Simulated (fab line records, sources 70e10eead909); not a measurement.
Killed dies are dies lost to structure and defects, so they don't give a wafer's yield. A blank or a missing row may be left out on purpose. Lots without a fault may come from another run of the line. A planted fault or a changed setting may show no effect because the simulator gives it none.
Which tool did it? | flow nand_harc | 13 lots, 39 wafers sampled, at 5 steps of a route of 1302

WHAT THE GAUGES READ, wafer by wafer
NHARC_THIN_TSV_CD_MEAS_33: target cd 5000 nm. Usual: cd_nm 4999.2 nm, standard deviation 1.8.
lot  | measured     | on        | cd_nm (nm)           | flag
L261 | day 24 16:43 | cd_sem-01 | 4997.0 4998.0 4998.7 |
L262 | day 24 16:25 | cd_sem-03 | 4999.7 4997.4 4998.9 |
L263 | day 25 13:46 | cd_sem-01 | 5002.7 4999.6 4997.5 |
L260 | day 27 03:02 | cd_sem-03 | 4998.5 4999.6 5000.0 |
L272 | day 29 23:52 | cd_sem-02 | 4998.5 4998.9 5000.7 |
L275 | day 30 00:59 | cd_sem-02 | 4999.8 5002.0 4997.5 |
L273 | day 30 11:10 | cd_sem-01 | 4998.3 5000.3 5000.0 |
L277 | day 30 12:31 | cd_sem-01 | 4998.0 4996.6 5000.0 |
L276 | day 30 17:16 | cd_sem-01 | 5000.5 4998.6 4999.7 |
L278 | day 31 14:17 | cd_sem-03 | 4999.6 5000.2 4999.1 |
L281 | day 32 23:44 | cd_sem-03 | 4999.2 4998.7 4997.5 |
L279 | day 33 04:52 | cd_sem-03 | 4995.5 4997.9 4999.0 |
L282 | day 33 09:29 | cd_sem-01 | 5000.5 5001.0 5003.1 |

NHARC_THIN_TSV_CD_MEAS_37. Usual: cd_nm 4999.6 nm, standard deviation 2.7.
lot  | measured     | on        | cd_nm (nm)           | flag
L261 | day 24 18:14 | cd_sem-03 | 4997.8 4999.9 5000.5 |
L262 | day 24 17:55 | cd_sem-03 | 5001.3 4993.6 4997.0 |
L263 | day 25 15:17 | cd_sem-01 | 4999.6 4997.1 4994.6 |
L260 | day 27 04:32 | cd_sem-03 | 5000.7 4996.8 4999.6 |
L272 | day 30 01:19 | cd_sem-03 | 4997.9 4995.0 5001.0 |
L275 | day 30 02:26 | cd_sem-01 | 5000.5 5001.2 4996.1 |
L273 | day 30 12:36 | cd_sem-03 | 4994.9 4998.5 5001.1 |
L277 | day 30 14:13 | cd_sem-03 | 4997.0 4997.9 5004.1 |
L276 | day 30 18:43 | cd_sem-02 | 5002.9 4997.0 4997.8 |
L278 | day 31 15:43 | cd_sem-01 | 4999.3 5000.8 5002.8 |
L281 | day 33 01:13 | cd_sem-01 | 4998.9 4996.9 4995.6 |
L279 | day 33 06:21 | cd_sem-03 | 4994.9 4998.1 4998.4 |
L282 | day 33 11:03 | cd_sem-01 | 5001.8 5000.8 5003.4 |

NHARC_END_SORT_01. Usual: killed_at_array 55, standard deviation 22; killed_at_other 1.1, standard deviation 1.4; killed_at_periphery 4, standard deviation 3.2; killed_dies 59, standard deviation 22; killed_open 3.3, standard deviation 1.8; killed_short 2.5, standard deviation 1.5.
lot  | measured     | on        | killed_at_array | killed_at_other | killed_at_periphery | killed_dies | killed_open | killed_short | flag
L263 | day 26 00:52 | prober-02 | 22 20 22        | 1 1 2           | 2 3 1               | 25 24 25    | 2 5 4       | 1 3 2        |
L260 | day 27 14:08 | prober-01 | 77 65 130       | 3 0 2           | 0 1 2               | 80 66 134   | 1 4 4       | 0 0 3        |
L276 | day 31 05:25 | prober-01 | 66 85 71        | 2 0 5           | 3 2 2               | 71 87 78    | 3 1 3       | 2 2 3        |
L278 | day 32 00:50 | prober-02 | 81 66 57        | 0 0 1           | 2 3 2               | 83 69 60    | 4 3 3       | 0 1 5        |
L279 | day 33 22:14 | prober-02 | 59 66 62        | 1 0 2           | 2 3 2               | 62 69 66    | 3 8 4       | 3 2 3        |

WHICH TOOL RAN EACH LOT (tool, then ch and the chambers of the sampled wafers, then the start)
lot  | NHARC_A_CONTACT_ETCH_77            | NHARC_THIN_TSV_DEGAS_49
L261 | rie_diel-13 ch 0,1,3, day 22 13:47 | pvd_sputter-03, day 24 13:25
L262 | rie_diel-12 ch 1,2,3, day 22 16:22 | pvd_sputter-02, day 24 13:22
L263 | rie_diel-13 ch 0,2,3, day 23 08:47 | pvd_sputter-02, day 25 08:25
L260 | rie_diel-13 ch 0,1,3, day 25 00:18 | pvd_sputter-01, day 27 00:01
L272 | rie_diel-13 ch 2,3, day 27 17:56   | pvd_sputter-02, day 29 20:46
L275 | rie_diel-13 ch 0,1,2, day 28 00:25 | pvd_sputter-01, day 29 21:55
L273 | rie_diel-12 ch 0,2,3, day 28 08:51 | pvd_sputter-01, day 30 08:05
L277 | rie_diel-12 ch 0,1,2, day 28 13:07 | pvd_sputter-02, day 30 09:14
L276 | rie_diel-13 ch 0,3, day 28 15:23   | pvd_sputter-02, day 30 14:07
L278 | rie_diel-13 ch 0,1,3, day 29 13:56 | pvd_sputter-03, day 31 11:11
L281 | rie_diel-13 ch 0,1,2, day 31 00:25 | pvd_sputter-02, day 32 20:41
L279 | rie_diel-12 ch 0,2,3, day 31 05:14 | pvd_sputter-02, day 33 01:51
L282 | rie_diel-13 ch 0,1, day 31 08:14   | pvd_sputter-03, day 33 06:20
- NHARC_A_CONTACT_ETCH_77: etches the open film in CF4/CHF3, target depth 108.9 nm, time 54.5 s.
- NHARC_THIN_TSV_DEGAS_49: time 120 s.

WHAT THE TOOLS THEMSELVES READ (means of the sampled wafers that have a number; where no wafer has one, the mark that the record gives instead)
NHARC_A_CONTACT_ETCH_77. Usual: drypump_motor_current_A 5.5 A, standard deviation 0.44; mfc_ar_sccm 0.009 sccm, standard deviation 0.012; oes_product_au 0.938 a.u., standard deviation 0.021; rf_vpp_V 369.8 V, standard deviation 2.3; showerhead_plenum_p_Torr 1.55 Torr, standard deviation 0.066; throttle_valve_pct 16.803 %, standard deviation 0.0084.
lot  | tool        | drypump_motor_current_A (A) | mfc_ar_sccm (sccm) | oes_product_au (a.u.) | rf_vpp_V (V) | showerhead_plenum_p_Torr (Torr) | throttle_valve_pct (%) | flag
L261 | rie_diel-13 | 5.4                         | 0.006              | 0.915                 | 370.6        | 1.58                            | 16.796                 |
L262 | rie_diel-12 | 6.0                         | 0.021              | 0.931                 | 369.4        | 1.55                            | 16.797                 |
L263 | rie_diel-13 | 5.2                         | 0.005              | 0.968                 | 369.1        | 1.53                            | 16.796                 |
L260 | rie_diel-13 | 5.5                         | 0.006              | 0.912                 | 370.8        | 1.57                            | 16.799                 |
L272 | rie_diel-13 | 5.1                         | 0.011              | 0.982                 | 367.8        | 1.49                            | 16.806                 |
L275 | rie_diel-13 | 5.2                         | 0.011              | 0.928                 | 369.4        | 1.55                            | 16.798                 |
L273 | rie_diel-12 | 5.9                         | 0.014              | 0.937                 | 370.6        | 1.58                            | 16.804                 |
L277 | rie_diel-12 | 6.1                         | 0.021              | 0.960                 | 368.5        | 1.51                            | 16.803                 |
L276 | rie_diel-13 | 5.3                         | 0.000              | 0.978                 | 370.8        | 1.56                            | 16.798                 |
L278 | rie_diel-13 | 5.5                         | 0.006              | 0.922                 | 369.9        | 1.57                            | 16.799                 |
L281 | rie_diel-13 | 5.3                         | 0.011              | 0.924                 | 370.0        | 1.55                            | 16.810                 |
L279 | rie_diel-12 | 5.9                         | 0.014              | 0.941                 | 370.5        | 1.58                            | 16.808                 |
L282 | rie_diel-13 | 5.5                         | 0.011              | 0.928                 | 371.1        | 1.60                            | 16.797                 |

NHARC_THIN_TSV_DEGAS_49. Usual: heater_power_w 460 W, standard deviation 59.
lot  | tool           | heater_power_w (W) | flag
L261 | pvd_sputter-03 | 433                |
L262 | pvd_sputter-02 | 412                |
L263 | pvd_sputter-02 | 413                |
L260 | pvd_sputter-01 | 539                |
L272 | pvd_sputter-02 | 410                |
L275 | pvd_sputter-01 | 529                |
L273 | pvd_sputter-01 | 543                |
L277 | pvd_sputter-02 | 416                |
L276 | pvd_sputter-02 | 411                |
L278 | pvd_sputter-03 | 469                |
L281 | pvd_sputter-02 | 452                |
L279 | pvd_sputter-02 | 472                |
L282 | pvd_sputter-03 | 502                |

THE ANSWER, worked out from the rows above alone
Rule: a lot is off if the mean of its wafers that have a number lies more than 3 standard deviations from the usual mean. A lot without any number at a reading at which 4 lots or more have one is off too. The other lots that the step has rows for count as sound. The gauges are gone through in route order, then the tools' own readings, and for those a lot's mean is taken as printed above. The first step at which some lot is off is used, and at that step the reading that is off furthest; a lot without a number counts as furthest.
No lot is off at any reading shown: from this, nothing can be told.

WHAT THE SIMULATOR HAD PUT IN
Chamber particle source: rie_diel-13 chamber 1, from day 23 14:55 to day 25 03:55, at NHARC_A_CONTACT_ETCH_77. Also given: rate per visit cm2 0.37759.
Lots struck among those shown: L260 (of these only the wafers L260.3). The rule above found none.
